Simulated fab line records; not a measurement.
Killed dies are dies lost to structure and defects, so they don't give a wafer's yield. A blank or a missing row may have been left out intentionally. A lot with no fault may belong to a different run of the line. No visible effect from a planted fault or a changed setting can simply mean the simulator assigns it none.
fab line records + flow nand_harc
record:
- lots: 13
- wafers: 39
- last_day: 34
route steps=1302 shown A_SGD_CUT@906 THIN_TSV@1263 END@1302
lots that met no fault: taken from a fault-free run of the same line
start_h: hours from the record's first day to the start of the lot's first wafer shown + wait_h: hours since the lot's step before + " same as the row above + L1.1+2: a row that stands for several wafers + - no value, or no start was given + * or withheld: withheld + < > ~ a bound
route shown NAME@n: a module of which the file shows steps, and the number in the route of the first + usual: the fault-free wafers' mean and standard deviation + same: alike in all rows + chamber/n: place in a boat + sites: readings site by site + _std_site: the values' standard deviation + _edge_site: inner sites' mean taken away from outer sites' mean + radius_mm: how far each site lies from the wafer's centre + mask NAME#n: copy n + behind: the most recent tool/chamber to have shaped the wafer + hold: what put the lot on hold/how long, in hours/how the hold closed + device: names the non-switching transistor (n, p or np) + end of line: the route-end tests of the same wafers + step lacking rows: just its recipe + killed: not the wafer's yield, but the dies lost to structure and defects at the first sort + map: shows each die of a wafer: x if killed, . if not, _ if none is there
set.NAME: the setting as run; set.NAME@STEP: as run at that earlier step + model.NAME: the simulator's own value behind a step, which no gauge read
one table for each step of the route and one row for each wafer, over a sample of lots
services: when a tool's chamber went out of use (start_h, in hours from the record's first day, below 0 if earlier), for how many hours, and the reason
== steps ==
step: NHARC_A_SGD_CUT_ETCH_59
recipe:
- target_depth_a: 2600
- over_etch_frac: 0.25
- time_s: 406.25
- ion_energy_ev: 200
- n2_flow_sccm: 150
- h2_flow_sccm: 150
- ar_flow_sccm: 0
- rf_w: 400
- bias_w: 150
- chemistry: N2/H2
usual:
- drypump_motor_current_A: 5.6/0.54
- n2_flow_sccm: 150.0/0.4
- oes_product_au: 0.999/0.011
- rf_vpp_V: 429.7/2.4
- showerhead_plenum_p_Torr: 2.01/0.084
- throttle_valve_pct: 14.172/0.009
| lot.wafer | tool        | chamber | start_h | wait_h | drypump_motor_current_A | n2_flow_sccm | oes_product_au | rf_hours_counter_h | rf_vpp_V | showerhead_plenum_p_Torr | throttle_valve_pct |
|-----------|-------------|---------|---------|--------|-------------------------|--------------|----------------|--------------------|----------|--------------------------|--------------------|
| L870.2    | rie_diel-06 | 2       | 431.49  | -      | 4.8                     | 150.7        | 0.988          | 11                 | 430.6    | 1.99                     | 14.151             |
| L870.3    | "           | 1       | "       | "      | 5.7                     | 149.5        | 1.010          | 10                 | 429.6    | 1.99                     | 14.183             |
| L870.5    | "           | 2       | "       | "      | 4.7                     | 150.2        | 0.996          | -                  | 429.6    | 1.99                     | 14.183             |
| L872.2    | rie_diel-08 | 3       | 446.87  | -      | 5.9                     | 149.8        | 1.008          | 3                  | 432.9    | 2.17                     | 14.165             |
| L872.1    | "           | 1       | "       | "      | 5.0                     | 149.9        | 1.025          | 3                  | 430.5    | 2.01                     | 14.174             |
| L872.6    | "           | 0       | "       | "      | 6.3                     | 150.3        | 1.010          | -                  | 428.8    | 2.03                     | 14.174             |
| L871.2    | rie_diel-02 | 1       | 447.19  | -      | 5.2                     | 149.7        | 0.991          | 2                  | 427.1    | 1.91                     | 14.173             |
| L871.4    | "           | 2       | "       | "      | 5.7                     | 149.8        | 0.993          | 2                  | 431.6    | 2.11                     | 14.171             |
| L871.1    | "           | 3       | "       | "      | 6.3                     | 149.8        | 0.986          | 3                  | 430.5    | 2.08                     | 14.153             |
| L873.2    | rie_diel-06 | 3       | 449.71  | -      | 5.5                     | 150.1        | 0.987          | 11                 | 432.7    | 2.15                     | 14.176             |
| L873.5    | "           | 0       | "       | "      | 6.1                     | 149.9        | 0.990          | -                  | 426.4    | 1.91                     | 14.174             |
| L873.6    | "           | 1       | "       | "      | 5.7                     | 149.8        | 1.016          | -                  | 429.3    | 1.98                     | 14.156             |
| L874.2    | rie_diel-02 | 1       | 469.09  | -      | 5.2                     | 150.2        | 0.990          | 4                  | 426.4    | 1.91                     | 14.166             |
| L874.3    | "           | 2       | "       | "      | 5.7                     | 149.6        | 0.985          | 3                  | 431.8    | 2.11                     | 14.159             |
| L874.6    | "           | 1       | "       | "      | 5.2                     | 149.9        | 0.985          | -                  | 425.9    | 1.91                     | 14.169             |
| L875.1    | rie_diel-08 | 2       | 476.34  | -      | 4.9                     | 150.1        | 0.997          | 4                  | 427.9    | 1.96                     | 14.157             |
| L875.3    | "           | 3       | "       | "      | 6.0                     | 150.1        | 1.009          | 4                  | 435.4    | 2.17                     | 14.170             |
| L875.6    | "           | 0       | "       | "      | 6.4                     | 150.1        | 1.016          | -                  | 431.3    | 2.03                     | 14.159             |
| L876.2    | rie_diel-08 | 2       | 492.90  | -      | 5.0                     | 149.5        | 0.995          | 5                  | 428.9    | 1.96                     | 14.169             |
| L876.3    | "           | 3       | "       | "      | 5.9                     | 149.8        | 0.993          | 5                  | 432.8    | 2.17                     | 14.168             |
| L876.5    | "           | 2       | "       | "      | 4.9                     | 149.9        | 0.995          | -                  | 427.4    | 1.96                     | 14.178             |
| L879.2    | rie_diel-08 | 0       | 530.98  | -      | 6.3                     | 149.7        | 1.005          | 7                  | 429.6    | 2.03                     | 14.174             |
| L879.5    | "           | 2       | "       | "      | 5.0                     | 150.7        | 0.996          | -                  | 427.6    | 1.96                     | 14.163             |
| L879.6    | "           | 3       | "       | "      | 5.9                     | 149.3        | 0.998          | -                  | 434.8    | 2.17                     | 14.166             |
| L880.4    | rie_diel-08 | 1       | 538.88  | -      | 5.0                     | 150.3        | 1.026          | 7                  | 430.2    | 2.01                     | 14.164             |
| L880.2    | "           | 2       | "       | "      | 4.9                     | 149.3        | 1.004          | 7                  | 427.3    | 1.96                     | 14.179             |
| L880.1    | "           | 0       | "       | "      | 6.3                     | 149.9        | 1.025          | 8                  | 430.3    | 2.03                     | 14.184             |
| L883.4    | rie_diel-08 | 1       | 569.02  | -      | 5.0                     | 150.6        | 0.996          | 1                  | 429.8    | 2.01                     | 14.174             |
| L883.3    | "           | 3       | "       | "      | 5.9                     | 149.5        | 0.985          | 1                  | 434.3    | 2.17                     | 14.166             |
| L883.6    | "           | 2       | "       | "      | 4.9                     | 150.1        | 0.981          | -                  | 429.7    | 1.96                     | 14.174             |
| L891.4    | rie_diel-02 | 1       | 648.12  | -      | 5.2                     | 149.7        | 0.988          | 4                  | 427.0    | 1.90                     | 14.171             |
| L891.5    | "           | 1       | "       | "      | 5.2                     | 149.7        | 0.990          | -                  | 427.4    | 1.90                     | 14.175             |
| L891.6    | "           | 2       | "       | "      | 5.7                     | 150.1        | 0.993          | -                  | 432.3    | 2.11                     | 14.177             |
| L893.3    | rie_diel-08 | 3       | 672.78  | -      | 5.9                     | 149.9        | 0.981          | 5                  | 433.7    | 2.17                     | 14.168             |
| L893.2    | "           | 0       | "       | "      | 6.3                     | 150.6        | 0.983          | 5                  | 429.1    | 2.02                     | 14.181             |
| L893.5    | "           | 1       | "       | "      | 5.0                     | 150.2        | 1.007          | -                  | 430.6    | 2.01                     | 14.172             |
| L892.2    | rie_diel-06 | 1       | 679.08  | -      | 5.7                     | 149.2        | 0.997          | 1                  | 428.2    | 1.98                     | 14.169             |
| L892.3    | "           | 3       | "       | "      | 5.5                     | 150.4        | 0.996          | 1                  | 434.3    | 2.14                     | 14.167             |
| L892.6    | "           | 2       | "       | "      | 4.7                     | 149.7        | 0.994          | -                  | 428.2    | 1.98                     | 14.183             |
step: NHARC_THIN_TSV_ETCH_15
recipe:
- target_depth_a: 30000
- bosch_target_overetch_cycles: 2
- bosch_etch_step_s: 2.8
- bosch_dep_step_s: 1.2
- bosch_cycles: 14
usual:
- drypump_motor_current_A: 5.7/0.45
- he_backside_leak_sccm: 2.57/0.22
same:
- bosch_cycles: 14
- bosch_etch_step_s: 2.8
| lot.wafer | tool      | chamber | start_h | wait_h | drypump_motor_current_A | he_backside_leak_sccm | rf_hours_counter_h |
|-----------|-----------|---------|---------|--------|-------------------------|-----------------------|--------------------|
| L870.3    | rie_si-02 | 2       | 543.16  | -      | 5.7                     | 2.30                  | 0.5                |
| L870.2    | "         | 1       | "       | "      | 5.0                     | 2.44                  | 0.7                |
| L870.5    | "         | 2       | "       | "      | 5.7                     | 2.33                  | -                  |
| L873.2    | rie_si-02 | 2       | 560.43  | -      | 5.7                     | 2.26                  | 0.6                |
| L873.5    | "         | 2       | "       | "      | 5.7                     | 2.30                  | -                  |
| L873.6    | "         | 3       | "       | "      | 5.4                     | 2.59                  | -                  |
| L871.2    | rie_si-05 | 2       | 561.72  | -      | 6.3                     | 2.21                  | 0.3                |
| L871.4    | "         | 0       | "       | "      | 5.6                     | 2.73                  | 0.3                |
| L871.1    | "         | 1       | "       | "      | 6.5                     | 2.76                  | 0.3                |
| L872.2    | rie_si-03 | 1       | 562.98  | -      | 6.6                     | 2.44                  | 1.1                |
| L872.1    | "         | 2       | "       | "      | 5.9                     | 2.54                  | 1.0                |
| L872.6    | "         | 3       | "       | "      | 5.8                     | 2.42                  | -                  |
| L874.2    | rie_si-02 | 2       | 575.44  | -      | 5.7                     | 2.36                  | 0.7                |
| L874.3    | "         | 0       | "       | "      | 5.6                     | 2.69                  | 0.9                |
| L874.6    | "         | 2       | "       | "      | 5.7                     | 2.34                  | -                  |
| L875.3    | rie_si-03 | 2       | 584.26  | -      | 5.9                     | 2.74                  | 0                  |
| L875.1    | "         | 3       | "       | "      | 5.8                     | 2.23                  | 0                  |
| L875.6    | "         | 3       | "       | "      | 5.8                     | 2.37                  | -                  |
| L876.3    | rie_si-02 | 1       | 607.04  | -      | 5.0                     | 2.72                  | 1.0                |
| L876.2    | "         | 2       | "       | "      | 5.7                     | 2.40                  | 0.9                |
| L876.5    | "         | 1       | "       | "      | 5.0                     | 2.72                  | -                  |
| L879.2    | rie_si-03 | 1       | 637.09  | -      | 6.5                     | 3.60                  | 0.3                |
| L879.5    | "         | 1       | "       | "      | 6.5                     | 2.43                  | -                  |
| L879.6    | "         | 2       | "       | "      | 5.9                     | 2.60                  | -                  |
| L880.1    | rie_si-03 | 3       | 649.91  | -      | 5.8                     | 2.13                  | 0.4                |
| L880.2    | "         | 0       | "       | "      | 5.3                     | 2.87                  | 0.4                |
| L880.4    | "         | 1       | "       | "      | 6.6                     | 2.44                  | 0.4                |
| L883.4    | rie_si-03 | 2       | 685.01  | -      | 5.9                     | 2.72                  | 0.7                |
| L883.3    | "         | 3       | "       | "      | 5.8                     | 2.16                  | 0.7                |
| L883.6    | "         | 1       | "       | "      | 6.6                     | 2.38                  | -                  |
| L891.4    | rie_si-05 | 0       | 758.03  | -      | 5.5                     | 2.92                  | 0.5                |
| L891.5    | "         | 3       | "       | "      | 5.9                     | 2.64                  | -                  |
| L891.6    | "         | 0       | "       | "      | 5.6                     | 2.91                  | -                  |
| L893.2    | rie_si-02 | 3       | 780.12  | -      | 5.4                     | 2.64                  | 1.0                |
| L893.3    | "         | 0       | "       | "      | 5.7                     | 2.63                  | 1.0                |
| L893.5    | "         | 0       | "       | "      | 5.6                     | 2.67                  | -                  |
| L892.2    | rie_si-02 | 1       | 796.41  | -      | 5.0                     | 2.55                  | 1.0                |
| L892.3    | "         | 0       | "       | "      | 5.7                     | 2.69                  | 1.1                |
| L892.6    | "         | 2       | "       | "      | 5.7                     | 2.26                  | -                  |
step: NHARC_THIN_TSV_PVD_19
recipe:
- target_thk_a: 200
- chamber_pressure_pa: 5
- material: TaN
usual:
- throttle_valve_pct: 29.8/0.97
| lot.wafer | tool           | chamber | start_h | wait_h | throttle_valve_pct |
|-----------|----------------|---------|---------|--------|--------------------|
| L870.2    | pvd_sputter-01 | -       | -       | -      | 29.8               |
| L870.3    | "              | -       | "       | "      | 30.6               |
| L870.5    | "              | -       | "       | "      | 29.7               |
| L873.2    | pvd_sputter-01 | -       | -       | -      | 30.3               |
| L873.6    | "              | -       | "       | "      | 29.9               |
| L873.5    | "              | -       | "       | "      | 30.0               |
| L871.2    | pvd_sputter-01 | -       | -       | -      | 30.6               |
| L871.1    | "              | -       | "       | "      | 30.7               |
| L871.4    | "              | -       | "       | "      | 29.5               |
| L872.2    | pvd_sputter-02 | -       | -       | -      | 31.7               |
| L872.1    | "              | -       | "       | "      | 29.8               |
| L872.6    | "              | -       | "       | "      | 29.7               |
| L874.2    | pvd_sputter-02 | -       | -       | -      | 29.9               |
| L874.3    | "              | -       | "       | "      | 27.6               |
| L874.6    | "              | -       | "       | "      | 29.9               |
| L875.3    | pvd_sputter-02 | -       | -       | -      | 31.4               |
| L875.1    | "              | -       | "       | "      | 29.5               |
| L875.6    | "              | -       | "       | "      | 29.7               |
| L876.2    | pvd_sputter-01 | -       | -       | -      | 30.0               |
| L876.3    | "              | -       | "       | "      | 30.0               |
| L876.5    | "              | -       | "       | "      | 29.5               |
| L879.2    | pvd_sputter-03 | -       | -       | -      | 31.2               |
| L879.6    | "              | -       | "       | "      | 28.7               |
| L879.5    | "              | -       | "       | "      | 30.2               |
| L880.1    | pvd_sputter-01 | -       | -       | -      | 29.6               |
| L880.2    | "              | -       | "       | "      | 30.2               |
| L880.4    | "              | -       | "       | "      | 30.3               |
| L883.3    | pvd_sputter-03 | -       | -       | -      | 29.3               |
| L883.4    | "              | -       | "       | "      | 30.3               |
| L883.6    | "              | -       | "       | "      | 29.3               |
| L891.4    | pvd_sputter-03 | -       | -       | -      | 28.1               |
| L891.5    | "              | -       | "       | "      | 28.4               |
| L891.6    | "              | -       | "       | "      | 31.5               |
| L893.3    | pvd_sputter-01 | -       | -       | -      | 30.6               |
| L893.2    | "              | -       | "       | "      | 29.9               |
| L893.5    | "              | -       | "       | "      | 30.0               |
| L892.2    | pvd_sputter-02 | -       | -       | -      | 29.5               |
| L892.3    | "              | -       | "       | "      | 30.2               |
| L892.6    | "              | -       | "       | "      | 29.6               |
step: NHARC_THIN_TSV_STRIP_56
recipe:
- power_w: 1500
- temp_c: 250
- chemistry: O2
usual:
- drypump_motor_current_A: 5.57/0.21
- heater_power_w: 331/17
| lot.wafer | tool            | chamber | start_h | wait_h | drypump_motor_current_A | heater_power_w | rf_hours_counter_h |
|-----------|-----------------|---------|---------|--------|-------------------------|----------------|--------------------|
| L870.2    | plasma_asher-02 | 0       | 548.91  | 0.1    | 5.42                    | 339            | 23                 |
| L870.3    | "               | 0       | "       | "      | 5.43                    | 346            | -                  |
| L870.5    | "               | 0       | "       | "      | 5.39                    | 347            | -                  |
| L873.2    | plasma_asher-02 | 0       | 566.17  | 0.1    | 5.41                    | 348            | 28                 |
| L873.5    | "               | 0       | "       | "      | 5.40                    | 341            | -                  |
| L873.6    | "               | 1       | "       | "      | 5.98                    | 327            | -                  |
| L871.2    | plasma_asher-02 | 1       | 567.93  | 0.1    | 5.96                    | 322            | 29                 |
| L871.1    | "               | 0       | "       | "      | 5.43                    | 352            | 29                 |
| L871.4    | "               | 0       | "       | "      | 5.42                    | 350            | -                  |
| L872.1    | plasma_asher-02 | 1       | 569.22  | 0.7    | 5.95                    | 321            | 30                 |
| L872.2    | "               | 0       | "       | "      | 5.39                    | 350            | 30                 |
| L872.6    | "               | 0       | "       | "      | 5.41                    | 343            | -                  |
| L874.2    | plasma_asher-01 | 0       | 581.21  | 0.1    | 5.50                    | 331            | 6                  |
| L874.3    | "               | 0       | "       | "      | 5.49                    | 330            | -                  |
| L874.6    | "               | 1       | "       | "      | 5.48                    | 321            | -                  |
| L875.1    | plasma_asher-02 | 1       | 590.11  | 0.1    | 5.94                    | 316            | 34                 |
| L875.3    | "               | 0       | "       | "      | 5.44                    | 344            | -                  |
| L875.6    | "               | 1       | "       | "      | 5.92                    | 307            | -                  |
| L876.2    | plasma_asher-01 | 0       | 612.70  | 0.1    | 5.45                    | 335            | 14                 |
| L876.3    | "               | 0       | "       | "      | 5.46                    | 327            | -                  |
| L876.5    | "               | 0       | "       | "      | 5.47                    | 329            | -                  |
| L879.2    | plasma_asher-01 | 1       | 642.99  | 0.1    | 5.49                    | 330            | 20                 |
| L879.6    | "               | 0       | "       | "      | 5.49                    | 333            | -                  |
| L879.5    | "               | 1       | "       | "      | 5.49                    | 330            | -                  |
| L880.1    | plasma_asher-01 | 0       | 655.64  | 0.1    | 5.49                    | 325            | 23                 |
| L880.2    | "               | 1       | "       | "      | 5.46                    | 333            | 23                 |
| L880.4    | "               | 1       | "       | "      | 5.49                    | 331            | -                  |
| L883.3    | plasma_asher-01 | 0       | 690.83  | 0.2    | 5.48                    | 330            | -                  |
| L883.4    | "               | 1       | "       | "      | 5.49                    | 327            | -                  |
| L883.6    | "               | 0       | "       | "      | 5.45                    | 336            | -                  |
| L891.4    | plasma_asher-02 | 0       | 763.89  | 0.2    | 5.40                    | 356            | -                  |
| L891.5    | "               | 1       | "       | "      | 6.01                    | 299            | -                  |
| L891.6    | "               | 0       | "       | "      | 5.40                    | 346            | -                  |
| L893.2    | plasma_asher-01 | 1       | 785.80  | 0.1    | 5.48                    | 352            | 16                 |
| L893.3    | "               | 0       | "       | "      | 5.45                    | 340            | -                  |
| L893.5    | "               | 0       | "       | "      | 5.46                    | 338            | -                  |
| L892.2    | plasma_asher-01 | 1       | 802.14  | 0.1    | 5.50                    | 337            | 20                 |
| L892.3    | "               | 1       | "       | "      | 5.50                    | 344            | -                  |
| L892.6    | "               | 1       | "       | "      | 5.49                    | 339            | -                  |
step: NHARC_END_SORT_01
recipe:
- temp_c: 25
usual:
- killed_at_array: 64/16
- killed_at_other: 1.0/1.1
- killed_at_periphery: 3.5/2.3
- killed_dies: 69/17
- killed_open: 3.2/1.6
- killed_short: 2.4/1.6
same:
- gross_dies: 677
| lot.wafer | tool      | chamber | start_h | wait_h | killed_at_array | killed_at_other | killed_at_periphery | killed_dies | killed_open | killed_short |
|-----------|-----------|---------|---------|--------|-----------------|-----------------|---------------------|-------------|-------------|--------------|
| L879.2    | prober-01 | 0       | 652.20  | 2.8    | 134             | 1               | 4                   | 139         | 1           | 3            |
| L879.5    | prober-01 | 0       | 654.60  | 3.7    | 126             | 2               | 4                   | 132         | 0           | 0            |
| L879.6    | prober-01 | 0       | 655.40  | 4.0    | 106             | 0               | 4                   | 110         | 2           | 2            |
| L880.1    | prober-02 | 0       | 664.10  | 2.5    | 131             | 2               | 4                   | 137         | 5           | 1            |
| L880.2    | prober-02 | 0       | 664.90  | 2.8    | 134             | 1               | 6                   | 141         | 6           | 2            |
| L880.4    | prober-02 | 0       | 666.50  | 3.4    | 105             | 1               | 2                   | 108         | 1           | 0            |
| L883.3    | prober-02 | 0       | 700.84  | 3.1    | 115             | 1               | 0                   | 116         | 1           | 1            |
| L883.4    | prober-02 | 0       | 701.63  | 3.4    | 127             | 0               | 2                   | 129         | 4           | 1            |
| L883.6    | prober-02 | 0       | 703.21  | 3.9    | 130             | 1               | 3                   | 134         | 2           | 3            |
killed by level:class
L879.2 A_SGD_CUT:unspecified=80 A_SLIT:chamber_film_flake=31 A_CHANNEL_HOLE_D2:chamber_film_flake=12 P_M2:chamber_film_flake=3 A_CONTACT:chamber_film_flake=3 A_CHANNEL_HOLE_D1:geometric_particle:short=2 A_CHANNEL_HOLE_D1:chamber_film_flake=2 P_M0:geometric_particle:short=1
L879.5 A_SGD_CUT:unspecified=79 A_SLIT:chamber_film_flake=15 A_CHANNEL_HOLE_D2:chamber_film_flake=13 A_CHANNEL_HOLE_D1:chamber_film_flake=9 A_CONTACT:chamber_film_flake=9 P_M2:chamber_film_flake=4 THIN_TSV:chamber_film_flake=2 A_M1:chamber_film_flake=1
L879.6 A_SGD_CUT:unspecified=53 A_SLIT:chamber_film_flake=25 A_CHANNEL_HOLE_D2:chamber_film_flake=11 A_CHANNEL_HOLE_D1:chamber_film_flake=7 A_CONTACT:chamber_film_flake=5 P_M2:chamber_film_flake=4 A_CHANNEL_HOLE_D1:geometric_particle:open=1 A_SGD_CUT:geometric_particle:open=1
L880.1 A_SGD_CUT:unspecified=82 A_CHANNEL_HOLE_D1:chamber_film_flake=23 A_CHANNEL_HOLE_D2:chamber_film_flake=18 P_GATE:chamber_film_flake=2 A_SLIT:chamber_film_flake=2 THIN_TSV:chamber_film_flake=2 P_M2:geometric_particle:open=1 A_DECK1_JOINT:geometric_particle:open=1
L880.2 A_SGD_CUT:unspecified=89 A_CHANNEL_HOLE_D1:chamber_film_flake=31 A_CHANNEL_HOLE_D2:chamber_film_flake=7 A_SLIT:chamber_film_flake=2 P_STI:geometric_particle:open=1 P_CONTACT:geometric_particle:open=1 P_M0:geometric_particle:short=1 P_M0:geometric_particle:open=1
L880.4 A_SGD_CUT:unspecified=44 A_CHANNEL_HOLE_D1:chamber_film_flake=30 A_CHANNEL_HOLE_D2:chamber_film_flake=20 A_M1:chamber_film_flake=4 A_SLIT:chamber_film_flake=3 A_WL_FILL:chamber_film_flake=2 A_WL_FILL:geometric_particle:open=1 P_ZERO_WELL:chamber_film_flake=1
L883.3 A_SGD_CUT:unspecified=58 A_CHANNEL_HOLE_D1:chamber_film_flake=27 A_SLIT:chamber_film_flake=19 A_CONTACT:chamber_film_flake=3 A_CHANNEL_FILL_D1:chamber_film_flake=2 A_WL_FILL:chamber_film_flake=2 A_ONON_D1:geometric_particle:short=1 A_CHANNEL_HOLE_D1:geometric_particle:open=1
L883.4 A_SGD_CUT:unspecified=41 A_CHANNEL_HOLE_D1:chamber_film_flake=39 A_SLIT:chamber_film_flake=31 A_CHANNEL_HOLE_D2:chamber_film_flake=6 A_CHANNEL_FILL_D1:geometric_particle:open=2 A_CHANNEL_FILL_D1:chamber_film_flake=2 A_CONTACT:chamber_film_flake=2 P_CONTACT:geometric_particle:open=1
L883.6 A_SGD_CUT:unspecified=74 A_CHANNEL_HOLE_D1:chamber_film_flake=24 A_SLIT:chamber_film_flake=13 A_CHANNEL_HOLE_D2:chamber_film_flake=4 A_WL_FILL:chamber_film_flake=4 A_DECK1_JOINT:geometric_particle:open=2 P_GATE:chamber_film_flake=2 A_STAIRCASE:chamber_film_flake=2
== services ==
| tool            | chamber | start_h | hours | kind   |
|-----------------|---------|---------|-------|--------|
| pvd_sputter-01  | -       | 408.58  | 9.6   | repair |
| plasma_asher-02 | -       | 431.22  | 9.0   | pm     |
| rie_si-02       | 3       | 453.02  | 6.6   | repair |
| rie_si-02       | -       | 454.00  | 9.0   | pm     |
| rie_si-02       | 2       | 493.85  | 15.5  | repair |
| rie_diel-08     | 3       | 508.41  | 3.5   | repair |
| pvd_sputter-01  | -       | 516.14  | 1.1   | repair |
| plasma_asher-01 | -       | 519.14  | 9.0   | pm     |
| rie_si-02       | 0       | 541.86  | 6.8   | repair |
| rie_diel-08     | -       | 544.80  | 9.0   | pm     |
| plasma_asher-01 | -       | 559.61  | 12.9  | repair |
| plasma_asher-02 | -       | 572.09  | 6.4   | repair |
| pvd_sputter-01  | -       | 582.00  | 10.0  | pm     |
| rie_si-02       | 3       | 595.42  | 4.2   | repair |
| plasma_asher-02 | -       | 608.22  | 9.0   | pm     |
| pvd_sputter-01  | -       | 626.33  | 3.5   | repair |
| rie_si-02       | -       | 631.00  | 9.0   | pm     |
| pvd_sputter-01  | -       | 642.65  | 4.3   | repair |
| pvd_sputter-01  | -       | 656.88  | 5.1   | repair |
| rie_diel-08     | -       | 665.12  | 1.3   | repair |
| plasma_asher-01 | -       | 696.14  | 9.0   | pm     |
| pvd_sputter-01  | -       | 701.68  | 6.0   | repair |
| rie_diel-08     | -       | 721.86  | 9.0   | pm     |
| rie_diel-08     | 2       | 753.51  | 6.2   | repair |
== key ==
first_sign:
- step: NHARC_END_SORT_01
- reading: killed_at_array
- direction: up
- sigmas: 3.6
- usual: 64
- struck: 123
effect:
- step: NHARC_END_SORT_01
- reading: killed_dies
- direction: up
- sigmas: 3.5
- usual: 69
- struck: 127
more_kills_born_at:
- NHARC_A_SGD_CUT_ETCH_59@rie_diel-08: 600
met_at NHARC_A_SGD_CUT_ETCH_59
struck_lots L879,L880,L883
tester_left_out L879,L880,L883
not_acting_at NHARC_THIN_TSV_ETCH_15,NHARC_THIN_TSV_PVD_19,NHARC_THIN_TSV_STRIP_56
onset_between 492.90 530.98
fault:
- kind: chamber_particle_source
- tool: rie_diel-08
- chamber: -
- onset_h: 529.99
- steps: NHARC_A_SGD_CUT_ETCH_59
- rate_per_visit_cm2: 0.7841
- end_h: 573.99
tester_left_out: of these lots the tester's yield and bins aren't shown, on N5 and GAA mostly nor the transistor test; their killed dies are dies lost to structure and defects alone, not to doping, threshold or leakage, so they don't give the yield
